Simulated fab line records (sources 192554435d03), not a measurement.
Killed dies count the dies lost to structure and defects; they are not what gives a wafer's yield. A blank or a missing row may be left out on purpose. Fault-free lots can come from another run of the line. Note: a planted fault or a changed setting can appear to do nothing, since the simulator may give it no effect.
fab line records -- flow n5-finfet
record lots=8, wafers=24, last-day=17
route steps=1938 shown MOL_CONTACT_COAG@562 PASSIVATION@1936
lots untouched by any fault: they come from a run of this same line in which no faults occurred
start-h: hours from the record's first day to the start of the lot's first wafer shown -- wait-h: hours since the lot's step before -- " as in the row above -- L1.1+2: one row covering several wafers at once -- - either no value or no given start -- * or withheld: withheld -- < > ~ a bound
route shown NAME@n: names a module that has steps shown in the file, with the first one's number in the route -- usual: average and standard deviation across the fault-free wafers -- same: alike in all rows -- chamber/n: place in a boat -- sites: per-site readings -- _std_site: how widely they spread, as a standard deviation -- _edge_site: outer sites' mean less inner sites' -- radius-mm: for every site, how far away it sits from the centre of the wafer -- mask NAME#n: copy n -- behind: the tool/chamber that last shaped the wafer -- hold: what put the lot on hold/how long, in hours/how the hold closed -- device: transistor that didn't switch, given as n, p or np -- end of line: the tests these same wafers got at the end of their route -- for a step that has no rows: nothing shown but its recipe -- killed: dies that structure and defects cost at the first sort, which is not the same as the wafer's yield -- map: per-die view of a wafer (x killed, . not killed, _ where there is no die)
set.NAME: setting as actually run; set.NAME@STEP: the setting as run at that earlier step -- model.NAME: the simulator's own value behind a step, which no gauge read
steps of the route over a sample of lots; a table a step, a row a wafer
services: the hour from which a tool's chamber was out of use, counted from the record's first day as start-h (under 0 if before that day), plus the number of hours and why
## steps
# step N5_MOL_CONTACT_COAG_ALD_123
# recipe material=SiNx, target-thk-a=50, temp-c=400, ald-precursor-family=SiH2I2, ald-co-reactant=N2/H2-plasma, pulse-time-s=1, purge-time-s=2, co-reactant-purge-time-s=2, ald-cycles=100, pressure-torr=2
# usual heater-power-w=870/71, precursor-pulse-height-rel=0.998/0.02
lot.wafer,tool,chamber,start-h,wait-h,heater-power-w,precursor-pulse-height-rel
L245.2,ald-sin-04,0,100.13,2.4,828,0.978
L245.3,ald-sin-04,3,100.13,2.4,777,1.026
L245.5,ald-sin-04,1,100.13,2.4,890,0.988
L247.1,ald-sin-04,3,109.23,0.0,768,1.000
L247.2,ald-sin-04,2,109.23,0.0,977,0.994
L247.5,ald-sin-04,2,109.23,0.0,975,0.985
L251.2,ald-sin-04,3,135.05,0.2,783,0.995
L251.3,ald-sin-04,0,135.05,0.2,838,1.002
L251.6,ald-sin-04,0,135.05,0.2,807,1.025
L253.2,ald-sin-01,3,143.50,0.0,875,1.004
L253.3,ald-sin-01,1,143.50,0.0,889,0.996
L253.5,ald-sin-01,0,143.50,0.0,776,0.964
L254.1,ald-sin-02,1,147.55,0.2,850,1.008
L254.2,ald-sin-02,2,147.55,0.2,841,1.024
L254.6,ald-sin-02,3,147.55,0.2,868,0.988
L256.1,ald-sin-01,2,161.44,0.1,785,1.021
L256.2,ald-sin-01,1,161.44,0.1,881,0.985
L256.3,ald-sin-01,0,161.44,0.1,804,0.999
L264.1,ald-sin-01,3,210.00,0.0,884,0.958
L264.2,ald-sin-01,1,210.00,0.0,900,0.995
L264.5,ald-sin-01,1,210.00,0.0,894,0.996
L266.1,ald-sin-02,3,221.77,0.0,881,1.025
L266.3,ald-sin-02,1,221.77,0.0,830,0.967
L266.6,ald-sin-02,0,221.77,0.0,1025,1.048
# step N5_MOL_CONTACT_COAG_INSPECT_57
# recipe mode=adi, inspect-instrument=brightfield
# usual raw-defect-count=203/50
lot.wafer,tool,chamber,start-h,wait-h,raw-defect-count
L245.2,defect-inspect-01,-,101.19,0.0,149
L245.3,defect-inspect-01,-,101.19,0.0,130
L245.5,defect-inspect-01,-,101.19,0.0,137
L247.1,defect-inspect-02,-,110.32,0.1,224
L247.2,defect-inspect-02,-,110.32,0.1,135
L247.5,defect-inspect-02,-,110.32,0.1,235
L251.2,defect-inspect-02,-,135.98,0.0,197
L251.3,defect-inspect-02,-,135.98,0.0,231
L251.6,defect-inspect-02,-,135.98,0.0,237
L253.2,defect-inspect-01,-,144.43,0.0,262
L253.3,defect-inspect-01,-,144.43,0.0,213
L253.5,defect-inspect-01,-,144.43,0.0,212
L254.1,defect-inspect-02,-,148.60,0.1,204
L254.2,defect-inspect-02,-,148.60,0.1,236
L254.6,defect-inspect-02,-,148.60,0.1,246
L256.1,defect-inspect-01,-,162.37,0.1,172
L256.2,defect-inspect-01,-,162.37,0.1,164
L256.3,defect-inspect-01,-,162.37,0.1,251
L264.1,defect-inspect-02,-,210.93,0.1,145
L264.2,defect-inspect-02,-,210.93,0.1,110
L264.5,defect-inspect-02,-,210.93,0.1,157
L266.1,defect-inspect-02,-,222.84,0.1,219
L266.3,defect-inspect-02,-,222.84,0.1,225
L266.6,defect-inspect-02,-,222.84,0.1,274
# step N5_MOL_CONTACT_COAG_ETCH_91
# recipe chemistry=N2/H2, target=SOC, target-depth-a=600, overetch-a=210, mask-material=SiARC, temp-c=40, time-s=101.2, ion-energy-ev=200, pressure-mtorr=30, source-w=840, bias-w=150, n2-flow-sccm=200, h2-flow-sccm=200
# usual bias-w=149.9/0.45, drypump-motor-current-A=5.66/0.3, n2-flow-sccm=200.0/0.56, oes-product-au=0.62/0.051, rf-vpp-V=524.1/2.5, showerhead-plenum-p-Torr=2.55/0.087, throttle-valve-pct=17.90/0.22
lot.wafer,tool,chamber,start-h,wait-h,bias-w,drypump-motor-current-A,n2-flow-sccm,oes-product-au,rf-hours-counter-h,rf-vpp-V,showerhead-plenum-p-Torr,throttle-valve-pct
L245.2,rie-diel-06,3,101.79,0.0,149.3,5.27,200.7,0.63,147,521.9,2.44,17.56
L245.3,rie-diel-06,0,101.79,0.0,150.2,5.79,200.3,0.63,147,526.2,2.66,17.94
L245.5,rie-diel-06,3,101.79,0.0,149.6,5.26,200.4,0.63,-,520.8,2.44,17.56
L247.1,rie-diel-06,2,110.75,0.0,150.0,6.24,199.1,0.60,230,521.4,2.41,18.05
L247.2,rie-diel-06,3,110.75,0.0,149.8,5.23,199.8,0.63,151,520.5,2.43,17.58
L247.5,rie-diel-06,3,110.75,0.0,150.0,5.23,201.1,0.63,-,520.6,2.43,17.57
L251.2,rie-diel-02,3,136.36,0.0,150.7,5.57,200.0,0.62,193,523.0,2.52,18.22
L251.3,rie-diel-02,1,136.36,0.0,150.2,5.89,200.1,0.61,198,527.2,2.63,18.13
L251.6,rie-diel-02,1,136.36,0.0,150.3,5.89,200.5,0.62,-,526.1,2.63,18.12
L253.2,rie-diel-02,2,145.06,0.0,149.6,5.42,199.7,0.61,211,523.2,2.52,17.79
L253.3,rie-diel-02,1,145.06,0.0,149.3,5.89,199.0,0.61,201,526.3,2.63,18.11
L253.5,rie-diel-02,1,145.06,0.0,149.3,5.88,199.7,0.61,-,525.5,2.63,18.12
L254.1,rie-diel-03,1,149.17,0.0,149.8,5.29,200.5,0.60,178,526.9,2.64,17.86
L254.2,rie-diel-03,3,149.17,0.0,150.2,5.93,199.4,0.74,41,527.4,2.70,17.73
L254.6,rie-diel-03,2,149.17,0.0,150.0,6.11,200.1,0.60,-,522.9,2.52,17.80
L256.1,rie-diel-02,3,162.81,0.0,149.7,5.56,199.1,0.61,205,523.8,2.51,18.25
L256.2,rie-diel-02,2,162.81,0.0,150.0,5.40,200.6,0.60,219,522.9,2.52,17.80
L256.3,rie-diel-02,1,162.81,0.0,150.2,5.87,200.1,0.61,207,526.1,2.62,18.13
L264.1,rie-diel-06,1,211.31,0.0,150.1,5.42,200.2,0.61,218,522.1,2.52,18.21
L264.2,rie-diel-06,0,211.31,0.0,151.0,5.81,200.9,0.61,190,527.7,2.65,18.02
L264.5,rie-diel-06,2,211.31,0.0,149.5,6.26,199.0,0.79,-,529.3,2.72,17.55
L266.1,rie-diel-06,3,223.27,0.0,150.4,5.25,200.1,0.61,182,521.8,2.42,17.63
L266.3,rie-diel-06,2,223.27,0.0,149.7,6.30,200.3,0.78,9,528.0,2.72,17.57
L266.6,rie-diel-06,3,223.27,0.0,150.2,5.24,199.7,0.61,-,519.9,2.42,17.62
# step N5_MOL_CONTACT_COAG_VIA_ETCH_46
# recipe chemistry=C4F6/O2, target-depth-a=460, overetch-a=92, mask-material=SOC, target=SiO2, bias-w=455, pressure-mtorr=10, time-s=40, source-w=325, Ar_flow_sccm=300, C4F6_flow_sccm=10, O2_flow_sccm=10, ion-energy-ev=575.3, ends=end-point
# usual bias-w=455.1/1.2, drypump-motor-current-A=5.65/0.3, oes_f_703_au=0.75/0.066, oes-product-au=0.67/0.055, rf-vpp-V=1583/24, showerhead-plenum-p-Torr=2.85/0.09, throttle-valve-pct=40.7/0.35
lot.wafer,tool,chamber,start-h,wait-h,bias-w,drypump-motor-current-A,oes_f_703_au,oes-product-au,rf-hours-counter-h,rf-vpp-V,showerhead-plenum-p-Torr,throttle-valve-pct
L245.2,rie-diel-06,3,101.91,0.0,455.6,5.22,0.75,0.67,147,1561,2.72,40.4
L245.3,rie-diel-06,0,101.91,0.0,453.1,5.81,0.78,0.67,147,1572,2.96,41.2
L245.5,rie-diel-06,3,101.91,0.0,456.5,5.27,0.74,0.68,-,1561,2.72,40.4
L247.1,rie-diel-06,2,110.88,0.0,457.6,6.25,0.72,0.63,230,1556,2.71,41.5
L247.2,rie-diel-06,3,110.88,0.0,452.9,5.20,0.75,0.67,151,1561,2.71,40.4
L247.5,rie-diel-06,3,110.88,0.0,453.6,5.19,0.75,0.67,-,1561,2.71,40.4
L251.2,rie-diel-02,3,136.48,0.0,455.6,5.57,0.76,0.65,193,1575,2.82,40.9
L251.3,rie-diel-02,1,136.48,0.0,455.7,5.87,0.74,0.66,198,1607,2.92,40.9
L251.6,rie-diel-02,1,136.48,0.0,455.5,5.88,0.74,0.65,-,1608,2.92,40.9
L253.2,rie-diel-02,2,145.18,0.0,457.7,5.37,0.74,0.64,211,1592,2.81,40.6
L253.3,rie-diel-02,1,145.18,0.0,455.2,5.86,0.74,0.65,201,1609,2.92,40.9
L253.5,rie-diel-02,1,145.18,0.0,454.3,5.87,0.74,0.66,-,1608,2.92,40.9
L254.1,rie-diel-03,1,149.29,0.0,454.9,5.32,0.75,0.63,178,1535,2.93,40.8
L254.2,rie-diel-03,3,149.29,0.0,456.9,5.90,0.89,0.77,41,1601,2.98,40.3
L254.6,rie-diel-03,2,149.29,0.0,455.7,6.14,0.72,0.64,-,1557,2.82,40.6
L256.1,rie-diel-02,3,162.93,0.0,453.8,5.55,0.74,0.64,205,1575,2.81,40.9
L256.2,rie-diel-02,2,162.93,0.0,451.9,5.37,0.74,0.64,219,1590,2.81,40.6
L256.3,rie-diel-02,1,162.93,0.0,455.2,5.89,0.74,0.65,207,1607,2.91,40.9
L264.1,rie-diel-06,1,211.44,0.0,456.5,5.43,0.71,0.66,218,1645,2.82,41.5
L264.2,rie-diel-06,0,211.44,0.0,454.0,5.81,0.74,0.65,190,1571,2.94,41.2
L264.5,rie-diel-06,2,211.44,0.0,455.1,6.26,0.96,0.73,-,1584,3.04,40.3
L266.1,rie-diel-06,3,223.39,0.0,456.1,5.23,0.72,0.65,182,1559,2.70,40.4
L266.3,rie-diel-06,2,223.39,0.0,454.7,6.25,0.95,0.72,9,1582,3.03,40.3
L266.6,rie-diel-06,3,223.39,0.0,455.5,5.24,0.72,0.66,-,1560,2.70,40.4
# step N5_MOL_CONTACT_COAG_ETCH_47
# recipe chemistry=CH3F/O2, target=SiNx, target-depth-a=270, mask-material=SiO2, stop-on=W, over-etch-frac=0.2, ion-energy-ev=120, endpoint=OES-CN, pressure-mtorr=30, source-w=395, bias-w=73, Ar_flow_sccm=150, CH3F_flow_sccm=30, O2_flow_sccm=20, ends=end-point
# usual CH3F_flow_sccm=29.98/0.08, bias-w=73.03/0.2, drypump-motor-current-A=5.65/0.3, etch-rf-on-time-s=31.4/0.49, oes_f_703_au=0.75/0.067, oes-product-au=0.67/0.056, rf-vpp-V=297/4.9, showerhead-plenum-p-Torr=2.01/0.067, throttle-valve-pct=16.40/0.22
lot.wafer,tool,chamber,start-h,wait-h,CH3F_flow_sccm,bias-w,drypump-motor-current-A,etch-rf-on-time-s,oes_f_703_au,oes-product-au,rf-hours-counter-h,rf-vpp-V,showerhead-plenum-p-Torr,throttle-valve-pct
L245.2,rie-diel-06,3,102.02,0.0,29.99,73.28,5.20,31.7,0.74,0.68,147,293,1.91,16.06
L245.3,rie-diel-06,0,102.02,0.0,30.03,73.17,5.79,31.9,0.79,0.67,147,295,2.09,16.42
L245.5,rie-diel-06,3,102.02,0.0,29.92,72.99,5.20,31.5,0.74,0.67,-,291,1.91,16.06
L247.1,rie-diel-06,2,110.98,0.0,30.01,73.34,6.25,31.0,0.72,0.64,230,292,1.90,16.67
L247.2,rie-diel-06,3,110.98,0.0,29.99,73.09,5.21,30.9,0.73,0.67,151,291,1.91,16.08
L247.5,rie-diel-06,3,110.98,0.0,30.07,73.32,5.23,31.5,0.74,0.66,-,292,1.91,16.09
L251.2,rie-diel-02,3,136.59,0.0,30.05,73.12,5.57,31.2,0.75,0.67,193,297,1.98,16.79
L251.3,rie-diel-02,1,136.59,0.0,29.81,72.96,5.86,31.4,0.73,0.65,198,303,2.06,16.52
L251.6,rie-diel-02,1,136.59,0.0,29.83,72.91,5.87,31.5,0.73,0.66,-,302,2.06,16.51
L253.2,rie-diel-02,2,145.29,0.0,29.99,73.13,5.40,30.6,0.74,0.66,211,298,1.98,16.32
L253.3,rie-diel-02,1,145.29,0.0,30.02,72.94,5.87,31.2,0.73,0.65,201,302,2.06,16.52
L253.5,rie-diel-02,1,145.29,0.0,29.88,72.82,5.86,31.3,0.73,0.66,-,301,2.06,16.55
L254.1,rie-diel-03,1,149.40,0.0,29.94,72.80,5.26,31.0,0.75,0.64,178,287,2.06,16.32
L254.2,rie-diel-03,3,149.40,0.0,29.97,73.17,5.93,31.8,0.88,0.78,41,300,2.11,16.10
L254.6,rie-diel-03,2,149.40,0.0,30.03,73.31,6.10,31.9,0.72,0.63,-,291,1.98,16.25
L256.1,rie-diel-02,3,163.04,0.0,30.02,72.89,5.55,31.0,0.74,0.66,205,295,1.98,16.82
L256.2,rie-diel-02,2,163.04,0.0,30.11,73.02,5.38,31.1,0.74,0.64,219,299,1.98,16.35
L256.3,rie-diel-02,1,163.04,0.0,29.89,73.24,5.85,31.5,0.73,0.64,207,301,2.06,16.56
L264.1,rie-diel-06,1,211.54,0.0,29.94,72.79,5.41,32.0,0.70,0.64,218,310,1.98,16.71
L264.2,rie-diel-06,0,211.54,0.0,30.20,72.98,5.80,31.6,0.75,0.65,190,295,2.07,16.50
L264.5,rie-diel-06,2,211.54,0.0,30.09,72.85,6.29,50.8,0.97,0.35,-,297,2.14,16.13
L266.1,rie-diel-06,3,223.50,0.0,30.03,73.00,5.25,31.0,0.71,0.66,182,293,1.90,16.15
L266.3,rie-diel-06,2,223.50,0.0,30.06,73.38,6.25,50.8,0.95,0.35,9,297,2.14,16.12
L266.6,rie-diel-06,3,223.50,0.0,29.96,73.03,5.24,30.9,0.72,0.65,-,292,1.90,16.15
# step N5_MOL_CONTACT_COAG_ETCH_124
# recipe chemistry=CH3F/O2, target=SiNx, target-depth-a=65, mask-material=SOC, stop-on=SiOC, over-etch-frac=0.3, ion-energy-ev=120, pressure-mtorr=30, source-w=395, bias-w=73, Ar_flow_sccm=150, CH3F_flow_sccm=30, O2_flow_sccm=20, ends=end-point
# usual CH3F_flow_sccm=29.99/0.09, bias-w=73.03/0.2, drypump-motor-current-A=5.7/0.34, oes_f_703_au=0.75/0.061, oes-product-au=0.64/0.048, rf-vpp-V=296/5.5, showerhead-plenum-p-Torr=2.00/0.073, throttle-valve-pct=16.38/0.21
lot.wafer,tool,chamber,start-h,wait-h,CH3F_flow_sccm,bias-w,drypump-motor-current-A,oes_f_703_au,oes-product-au,rf-hours-counter-h,rf-vpp-V,showerhead-plenum-p-Torr,throttle-valve-pct
L245.2,rie-diel-06,3,103.30,0.0,30.01,73.04,5.2,0.74,0.64,148,292,1.91,16.07
L245.3,rie-diel-06,0,103.30,0.0,30.07,72.93,5.8,0.78,0.65,147,294,2.09,16.40
L245.5,rie-diel-06,3,103.30,0.0,30.02,72.71,5.2,0.74,0.65,-,291,1.91,16.05
L247.1,rie-diel-06,3,112.49,0.0,29.99,73.02,5.2,0.74,0.64,151,293,1.91,16.05
L247.2,rie-diel-06,1,112.49,0.0,30.00,72.57,5.4,0.73,0.64,178,308,2.00,16.62
L247.5,rie-diel-06,2,112.49,0.0,30.13,72.88,6.2,0.73,0.60,-,291,1.90,16.63
L251.2,rie-diel-02,2,138.09,0.0,30.04,72.79,5.4,0.75,0.62,209,299,1.98,16.30
L251.3,rie-diel-02,1,138.09,0.0,29.95,73.01,5.9,0.73,0.62,198,303,2.06,16.50
L251.6,rie-diel-02,1,138.09,0.0,29.83,73.03,5.9,0.73,0.62,-,302,2.06,16.51
L253.2,rie-diel-02,2,146.58,0.0,30.01,72.84,5.3,0.75,0.62,211,298,1.98,16.30
L253.3,rie-diel-02,3,146.58,0.0,30.04,72.69,5.6,0.74,0.63,196,295,1.98,16.77
L253.5,rie-diel-02,3,146.58,0.0,30.20,72.75,5.6,0.74,0.63,-,294,1.98,16.77
L254.1,rie-diel-02,3,151.03,0.0,30.03,73.36,5.6,0.75,0.63,199,294,1.98,16.77
L254.2,rie-diel-02,2,151.03,0.0,30.04,72.64,5.4,0.75,0.62,213,298,1.98,16.31
L254.6,rie-diel-02,2,151.03,0.0,30.15,72.91,5.4,0.75,0.62,-,298,1.98,16.30
L256.1,rie-diel-06,2,164.35,0.0,29.99,73.07,6.3,0.72,0.60,249,291,1.89,16.69
L256.2,rie-diel-06,3,164.35,0.0,29.97,73.40,5.2,0.73,0.64,160,292,1.91,16.08
L256.3,rie-diel-06,1,164.35,0.0,30.16,72.79,5.4,0.72,0.64,198,309,1.99,16.66
L264.1,rie-diel-03,3,212.82,0.0,29.96,73.19,5.9,0.85,0.73,63,300,2.10,16.11
L264.2,rie-diel-03,0,212.82,0.0,30.21,72.97,5.6,0.78,0.66,160,295,1.91,16.35
L264.5,rie-diel-03,0,212.82,0.0,30.03,73.17,5.6,0.78,0.29,-,295,1.91,16.34
L266.1,rie-diel-06,3,225.42,0.0,29.99,73.02,5.3,0.72,0.62,184,292,1.90,16.12
L266.3,rie-diel-06,1,225.42,0.0,30.00,73.26,5.4,0.70,0.27,222,309,1.98,16.69
L266.6,rie-diel-06,2,225.42,0.0,30.00,73.24,6.3,0.95,0.80,-,297,2.14,16.14
# step N5_PASSIVATION_PROBE_49
# usual killed_at_M0_to_M3=34/12, killed_at_M4_up=12/4.9, killed-at-contacts=13/7.2, killed-at-front-end=39/12, killed-at-other=3.7/2.9, killed-dies=101/18, killed-on-rim=13/4, killed-open=67/14, killed-short=33/7.2
# same gross-dies=1180, killed-at-back-side=0
lot.wafer,tool,chamber,start-h,wait-h,killed_at_M0_to_M3,killed_at_M4_up,killed-at-contacts,killed-at-front-end,killed-at-other,killed-dies,killed-on-rim,killed-open,killed-short
L251.2,prober-01,-,309.12,0.1,46,10,5,47,3,111,17,68,43
L251.3,prober-01,-,309.17,0.1,38,8,10,41,1,98,13,62,36
L251.6,prober-01,-,309.32,0.3,35,11,11,44,3,104,19,67,37
L256.1,prober-02,-,356.61,0.0,24,20,4,35,0,83,6,58,24
L256.2,prober-02,-,356.66,0.1,38,14,18,44,4,118,13,76,39
L256.3,prober-02,-,356.71,0.1,17,19,17,28,4,85,14,60,25
L266.1,prober-01,-,398.14,0.1,33,14,21,61,0,129,16,83,45
L266.3,prober-01,-,398.24,0.2,44,7,1061,67,1,1180,152,84,43
L266.6,prober-01,-,398.39,0.4,31,23,25,63,1,143,15,102,40
L264.1,prober-01,-,399.40,0.0,37,10,2,37,5,91,11,60,30
L264.2,prober-01,-,399.45,0.1,31,25,1,23,4,84,14,44,39
L264.5,prober-01,-,399.60,0.2,27,14,1099,38,2,1180,152,53,31
# killed by level:class
L251.2 STI_FIN_REVEAL:geometric-particle:open=14 BEOL_M0_SAQP:geometric-particle:open=13 BEOL_M3:geometric-particle:open=10 FIN_SAQP:geometric-particle:short=7 FIN_SAQP:geometric-particle:open=6 BEOL_M0_SAQP:geometric-particle:short=6 GATE_CUT:geometric-particle:short=5 BEOL_M2:geometric-particle:short=5
L251.3 BEOL_M0_SAQP:geometric-particle:open=10 FIN_SAQP:geometric-particle:short=9 MOL_CONTACT_COAG:geometric-particle:open=8 STI_FIN_REVEAL:geometric-particle:open=7 BEOL_M3:geometric-particle:open=7 BEOL_M0_SAQP:geometric-particle:short=6 GATE_CUT:geometric-particle:short=5 FIN_SAQP:geometric-particle:open=4
L251.6 BEOL_M0_SAQP:geometric-particle:open=11 STI_FIN_REVEAL:geometric-particle:open=9 MOL_CONTACT_COAG:geometric-particle:open=9 GATE_CUT:geometric-particle:short=8 BEOL_M0_SAQP:geometric-particle:short=7 BEOL_M3:geometric-particle:open=6 FIN_SAQP:geometric-particle:open=5 BEOL_M4:geometric-particle:open=5
L256.1 BEOL_M1:geometric-particle:open=12 BEOL_M4:geometric-particle:open=11 FIN_SAQP:geometric-particle:open=8 GATE_CUT:geometric-particle:short=6 DUMMY_GATE:geometric-particle:open=5 BEOL_M0_SAQP:geometric-particle:short=5 FIN_SAQP:geometric-particle:short=4 STI_FIN_REVEAL:geometric-particle:open=4
L256.2 MOL_CONTACT_COAG:geometric-particle:open=13 BEOL_M0_SAQP:geometric-particle:short=13 BEOL_M4:geometric-particle:open=10 BEOL_M0_SAQP:geometric-particle:open=10 FIN_SAQP:geometric-particle:open=8 STI_FIN_REVEAL:geometric-particle:open=7 GATE_CUT:geometric-particle:short=6 BEOL_M1:geometric-particle:open=6
L256.3 MOL_CONTACT_COAG:geometric-particle:open=15 BEOL_M4:geometric-particle:open=10 STI_FIN_REVEAL:geometric-particle:open=9 GATE_CUT:geometric-particle:short=6 BEOL_M0_SAQP:geometric-particle:short=5 BEOL_M3:geometric-particle:open=5 GATE_CUT:geometric-particle:open=4 BEOL_M5:geometric-particle:open=4
L266.1 FIN_SAQP:geometric-particle:short=15 MOL_CONTACT_COAG:geometric-particle:open=14 STI_FIN_REVEAL:geometric-particle:open=13 FIN_SAQP:geometric-particle:open=10 BEOL_M1:geometric-particle:open=8 MOL_CONTACT_COAG:geometric-particle:short=7 BEOL_M3:geometric-particle:open=7 BEOL_M4:geometric-particle:open=7
L266.3 MOL_CONTACT_COAG:area-etch=1052 FIN_SAQP:geometric-particle:short=17 FIN_SAQP:geometric-particle:open=17 BEOL_M1:geometric-particle:open=16 BEOL_M0_SAQP:geometric-particle:open=9 MOL_CONTACT_COAG:geometric-particle:open=8 BEOL_M2:geometric-particle:open=6 DUMMY_GATE:geometric-particle:open=5
L266.6 MOL_CONTACT_COAG:geometric-particle:open=23 FIN_SAQP:geometric-particle:short=16 STI_FIN_REVEAL:geometric-particle:open=16 FIN_SAQP:geometric-particle:open=12 BEOL_M2:geometric-particle:open=8 BEOL_M4:geometric-particle:open=8 STARTING-WAFER:geometric-particle:open=6 BEOL_M0_SAQP:geometric-particle:open=5
L264.1 BEOL_M3:geometric-particle:open=9 DUMMY_GATE:geometric-particle:open=8 BEOL_M1:geometric-particle:open=7 BEOL_M2:geometric-particle:open=7 FIN_SAQP:geometric-particle:short=6 BEOL_M0:geometric-particle:open=6 STARTING-WAFER:geometric-particle:short=5 FIN_SAQP:geometric-particle:open=3
L264.2 BEOL_M0_SAQP:geometric-particle:short=9 BEOL_M0_SAQP:geometric-particle:open=7 BEOL_M5:geometric-particle:open=6 DUMMY_GATE:geometric-particle:open=5 BEOL_M3:geometric-particle:open=4 BEOL_M4:geometric-particle:open=4 STARTING-WAFER:geometric-particle:short=4 FIN_SAQP:geometric-particle:short=3
L264.5 MOL_CONTACT_COAG:area-etch=1094 BEOL_M2:geometric-particle:open=10 FIN_SAQP:geometric-particle:short=9 STARTING-WAFER:geometric-particle:short=6 MOL_CONTACT_COAG:geometric-particle:open=5 BEOL_M0_SAQP:geometric-particle:short=5 DUMMY_GATE:geometric-particle:open=4 BEOL_M0:geometric-particle:open=4
## services
tool,chamber,start-h,hours,kind
ald-sin-01,-,85.84,14.0,pm
ald-sin-01,0,85.84,14.0,vent-cycle
ald-sin-01,1,85.84,14.0,vent-cycle
ald-sin-01,2,85.84,14.0,vent-cycle
ald-sin-01,3,85.84,14.0,vent-cycle
ald-sin-02,-,95.70,6.0,pm
ald-sin-01,0,99.84,-,clean
ald-sin-01,1,99.84,-,clean
ald-sin-01,2,99.84,-,clean
ald-sin-01,3,99.84,-,clean
rie-diel-06,3,119.33,22.6,repair
ald-sin-02,3,123.38,3.3,repair
ald-sin-04,1,137.93,12.3,repair
ald-sin-02,-,140.54,0.7,repair
rie-diel-02,1,146.47,3.9,repair
rie-diel-06,2,165.55,-,clean
rie-diel-06,2,165.55,-,consumable-replace:focus-ring
rie-diel-06,2,165.55,-,consumable-replace:showerhead
rie-diel-06,2,165.55,25.6,scheduled-down
rie-diel-06,2,165.55,25.6,vent-cycle
ald-sin-04,-,173.10,6.0,pm
ald-sin-04,-,179.10,14.0,pm
rie-diel-02,3,185.18,6.4,repair
ald-sin-02,-,212.74,1.2,repair
## key
first-sign step=N5_MOL_CONTACT_COAG_ETCH_47, reading=etch-rf-on-time-s, direction=up, sigmas=40, usual=*, struck=*
effect step=N5_MOL_CONTACT_COAG_ETCH_47, reading=oes-product-au, direction=down, sigmas=5.6, usual=0.67, struck=0.35
effect step=N5_MOL_CONTACT_COAG_ETCH_124, reading=oes-product-au, direction=down, sigmas=7.5, usual=0.64, struck=0.28
effect step=N5_PASSIVATION_PROBE_49, reading=killed-at-contacts, direction=up, sigmas=99+, usual=13, struck=1080
more-kills-born-at N5_MOL_CONTACT_COAG_VIA_ETCH_46@rie-diel-06=2146
met-at N5_MOL_CONTACT_COAG_VIA_ETCH_46
struck-lots L264,L266
struck-wafers L264.5,L266.3
later-rows-left-out L264.5,L266.3
tester-left-out L264,L266
not-acting-at N5_MOL_CONTACT_COAG_ALD_123,N5_MOL_CONTACT_COAG_INSPECT_57,N5_MOL_CONTACT_COAG_ETCH_91
onset-between 110.88 211.44
fault kind=process-parameter-drift, tool=rie-diel-06, chamber=-, onset-h=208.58, steps=N5_MOL_CONTACT_COAG_VIA_ETCH_46, channel=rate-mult, offset=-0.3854, shape=step, end-h=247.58, scope=struck-wafers-only
# tester-left-out: of these lots the tester's yield and bins aren't shown, on N5 and GAA mostly nor the transistor test; their killed dies are dies lost to structure and defects alone, not to doping, threshold or leakage, so they don't give the yield
# later-rows-left-out: the simulator's readings of these wafers behind a module that went badly wrong aren't trusted and aren't shown, but for the sort
